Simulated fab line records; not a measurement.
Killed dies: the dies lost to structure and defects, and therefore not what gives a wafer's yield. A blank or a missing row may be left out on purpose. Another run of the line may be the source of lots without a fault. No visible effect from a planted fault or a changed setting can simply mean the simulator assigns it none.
Split-lot trial | flow n5Finfet | route with 1938 steps; 7 lots, 21 wafers read

## THE SPLIT ITSELF
At N5_BEOL_M15_TRENCH_ETCH_34 (etches SiO2 in C4F8/O2/Ar, target depth 872.93 nm, time 199 s), the setting biasW was moved away from the recipe's 2040 W on 9 of the 21 wafers read, by +6.6% to +10.1%. For the rest of the wafers, this setting stayed at what the recipe calls for.

## FROM THE SPLIT TO THE READING: what the file shows between them, 7 steps
- N5_BEOL_M15_SPUTTER_44: material Ta, target thk 15 nm, time 24.19 s (also split here: powerW)
- N5_BEOL_M15_SPUTTER_45: material Cu, target thk 100 nm, time 16.67 s
- N5_BEOL_M15_ECD_47: material Cu, target thk 1860 nm
- N5_BEOL_M15_ANNEAL_48: time 90 s
- N5_BEOL_M15_CMP_49: polishes, stops on SiO2, t overpolish 4.9 s, target thk 850 nm
- N5_BEOL_M15_PRE_CLEAN_52: time 15 s
- N5_BEOL_M15_DEP_53: deposits SiCN from 3MS/NH3, target thk 50 nm, time 17.8 s

## THE READING
At N5_BEOL_M15_RS_MEAS_54, a four-point-probe measurement gives M15_RS in ohm/sq. A value of 0.02155 ohm/sq with a standard deviation of 0.00024 ohm/sq is what fault-free wafers of this fab line usually give.

wafer  | tool, chamber at the split | biasW as run, W | against the recipe | M15_RS, ohm/sq | against lot-mates on the recipe
L075.2 | rieDiel-03, 2              | 2223            | +9.0%              | 0.02075        | -0.00077
L075.3 | rieDiel-03, 1              | 2223            | +9.0%              | 0.02113        | -0.00039
L075.5 | rieDiel-03, 1              | 2040            | recipe             | 0.02152        | -
L077.1 | rieDiel-02, 2              | 2175            | +6.6%              | 0.02113        | -0.00043
L077.2 | rieDiel-02, 0              | 2175            | +6.6%              | 0.02144        | -0.00012
L077.3 | rieDiel-02, 1              | 2040            | recipe             | 0.02156        | -
L081.3 | rieDiel-03, 2              | 2040            | recipe             | 0.02159        | -
L081.5 | rieDiel-03, 0              | 2247            | +10.1%             | 0.02132        | -0.00027
L081.6 | rieDiel-03, 1              | 2247            | +10.1%             | 0.02124        | -0.00035
L085.1 | rieDiel-01, 2              | 2217            | +8.7%              | 0.0207         | -0.00059
L085.3 | rieDiel-01, 1              | 2040            | recipe             | 0.02143        | -
L085.4 | rieDiel-01, 2              | 2040            | recipe             | 0.02115        | -
L090.2 | rieDiel-02, 2              | 2040            | recipe             | 0.02149        | -
L090.4 | rieDiel-02, 1              | 2040            | recipe             | 0.02148        | -
L090.6 | rieDiel-02, 2              | 2040            | recipe             | 0.02155        | -
L092.1 | rieDiel-02, 2              | 2040            | recipe             | 0.02147        | -
L092.4 | rieDiel-02, 0              | 2040            | recipe             | 0.02152        | -
L092.6 | rieDiel-02, 2              | 2040            | recipe             | 0.02153        | -
L097.1 | rieDiel-01, 1              | 2200            | +7.8%              | 0.02098        | -0.00045
L097.2 | rieDiel-01, 3              | 2200            | +7.8%              | 0.02106        | -0.00037
L097.3 | rieDiel-01, 0              | 2040            | recipe             | 0.02143        | -

FIT RESULTS
A straight line over all 21 wafers: M15_RS changes by -4.56e-05 ohm/sq for each +1% of biasW; r = -0.74; the points scatter about the line by 0.00018 ohm/sq.
The same after taking each lot's own level away (the mean of its wafers on the recipe; 21 wafers): -4.85e-05 ohm/sq for each +1%; r = -0.86; scatter 0.00013 ohm/sq.
That fit puts the effect of the largest move of biasW on the reading at 0.00049 ohm/sq.
Measured against the standard deviation above, the lots' own levels, which go from 0.021290 to 0.021590 ohm/sq, span 1.3 times it.
So the lot-to-lot level blurs the effect unless lot-mates are compared.
Check: -0.000538 ohm/sq against its lot-mates is what the line predicts for one of the wafers moved furthest among these (+10.1%) when that wafer is left out of the fit. Against them it came out at -0.00027 ohm/sq.
Tool readings at the split's step, against how far the setting was moved: rfVppV r = +0.98.

## OTHER SPLITS ON THESE WAFERS
Other splits were also applied to these wafers ahead of the reading. Each is held against what the fit with the lots' levels taken away leaves over:
other split on the same wafers | wafers away from the commonest value | r with M15_RS (lot level and that fit taken away)
N5_BEOL_M15_SPUTTER_44 powerW  | 7                                    | -0.14

## THE WHOLE CHAIN: every reading that the file lists as answering this split, in the file's order
step                       | what it does                                                   | reading                                                                      | change (the file's fit)               | r (the file's)
N5_BEOL_M15_TRENCH_ETCH_34 | etches SiO2 in C4F8/O2/Ar, target depth 872.93 nm, time 199 s  | rfVppV                                                                       | +15.7 V for each +1% of the setting   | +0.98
N5_BEOL_M15_TRENCH_ETCH_34 | etches SiO2 in C4F8/O2/Ar, target depth 872.93 nm, time 199 s  | etch.depthNm (the simulator's own value, which no gauge read)                | +1.96 nm for each +1% of the setting  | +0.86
N5_BEOL_M15_CMP_49         | polishes, stops on SiO2, t overpolish 4.9 s, target thk 850 nm | Cu_of_BEOL_M15_ECD_47.thkNm (the simulator's own value, which no gauge read) | +2 nm for each +1% of the setting     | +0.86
N5_BEOL_M15_RS_MEAS_54     | measures by four-point-probe                                   | M15_RS                                                                       | -5.09e-05 for each +1% of the setting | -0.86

## FILE'S OWN FIT
M15_RS changes by -5.09e-05 ohm/sq for each +1% of biasW, r = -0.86.
